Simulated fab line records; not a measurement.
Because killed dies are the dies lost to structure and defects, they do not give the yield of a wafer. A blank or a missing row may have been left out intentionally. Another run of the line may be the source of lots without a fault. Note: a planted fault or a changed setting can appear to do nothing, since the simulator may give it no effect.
2 desks, one fault | flow nandHarc | numbers are kept per desk, each desk with only its own; the story behind them comes last

AT THE TOOL OWNER'S DESK: lithoTrack-01
The tool's own readings at NHARC_A_M0_PEB_07 (peb time 65 s): means of the sampled wafers that have a number, for each lot that ran on this tool. A lot is out of limits, marked OUT, if its mean lies more than 4 standard deviations from the usual mean; the brackets give that distance.
Columns: A = heaterPowerTotalW at NHARC_A_M0_PEB_07, usual 156.6 W; B = plateTempC at NHARC_A_M0_PEB_07, usual 100.01 C; C = resistLineTempC at NHARC_A_M0_PEB_07, usual 23.00 C
lot  | first seen here | A                | B                | C
L254 | day 18 22:06    | 156.3            | 99.92            | 23.13
L259 | day 20 17:27    | 157.0            | 99.93            | 23.05
L258 | day 20 18:36    | 154.8 (-4.2) OUT | 99.32 (-4.9) OUT | 23.02
L261 | day 21 16:52    | 155.1            | 99.25 (-5.4) OUT | 22.98
This desk's verdict: out of limits on L258, L261, starting with L258 at day 20 18:36 (heaterPowerTotalW at NHARC_A_M0_PEB_07). In limits: L254, L259.

METROLOGY DESK
Lot by lot, what the gauges showed, no matter which tool ran the lot: averages of those sampled wafers that carry a number. A lot is out of limits, marked OUT, if its mean lies more than 4 standard deviations from the usual mean; the brackets give that distance.
Columns: A = overlayXNm at NHARC_A_BLC_OVL_MEAS_11, usual -0.2 nm; B = overlayYNm at NHARC_A_BLC_OVL_MEAS_11, usual 0.1 nm; C = cdNm at NHARC_A_BLC_CD_MEAS_19, usual 99.6 nm; D = cdNm at NHARC_A_M0_CD_MEAS_09, usual 80.1 nm
lot  | first seen here | A    | B    | C     | D
L247 | day 17 06:18    | -0.2 | -0.1 | 99.7  | 80.1
L248 | day 17 12:30    | -0.7 | 0.2  | 100.8 | 80.5
L249 | day 17 23:47    | -1.0 | 0.4  | 98.7  | 79.8
L251 | day 17 23:57    | -0.9 | 0.6  | 101.3 | 80.7
L254 | day 18 18:14    | -0.3 | 0.0  | 100.6 | 79.9
L259 | day 20 11:53    | 0.8  | 2.2  | 100.9 | 80.2
L258 | day 20 14:44    | -0.4 | -0.3 | 100.5 | 76.5 (-6.0) OUT
L261 | day 21 07:09    | -0.1 | 1.0  | 100.2 | 77.7
L264 | day 21 17:25    | -1.0 | 0.3  | 99.0  | 80.6
L263 | day 21 22:33    | 0.8  | -1.2 | 97.5  | 80.4
L267 | day 22 03:47    | 0.5  | -1.7 | 98.7  | 79.9
L269 | day 22 14:27    | 0.7  | -0.9 | 98.8  | 80.3
This desk's verdict: out of limits on L258, starting with L258 at day 20 18:41 (cdNm at NHARC_A_M0_CD_MEAS_09). In limits: L247, L248, L249, L251, L254, L259, L261, L264, L263, L267, L269.

ALL TOGETHER
The tool owner's desk had the chance to raise an alarm at day 20 18:36 on L258, L261.
An alarm was possible from the metrology desk at day 20 18:41, on L258.
The metrology desk has L261 on record, within its limits.
Every lot named ran NHARC_A_M0_PEB_07 on lithoTrack-01.

WHAT THE SIMULATOR HAD INSERTED
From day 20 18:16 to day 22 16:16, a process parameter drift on lithoTrack-01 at NHARC_A_M0_PEB_07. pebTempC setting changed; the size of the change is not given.
Shown lots that were struck: L258, L261.
Delay (hours) between the fault's onset and each desk's first out-of-limits reading: 0 at the tool owner's desk, 0 at the metrology desk.
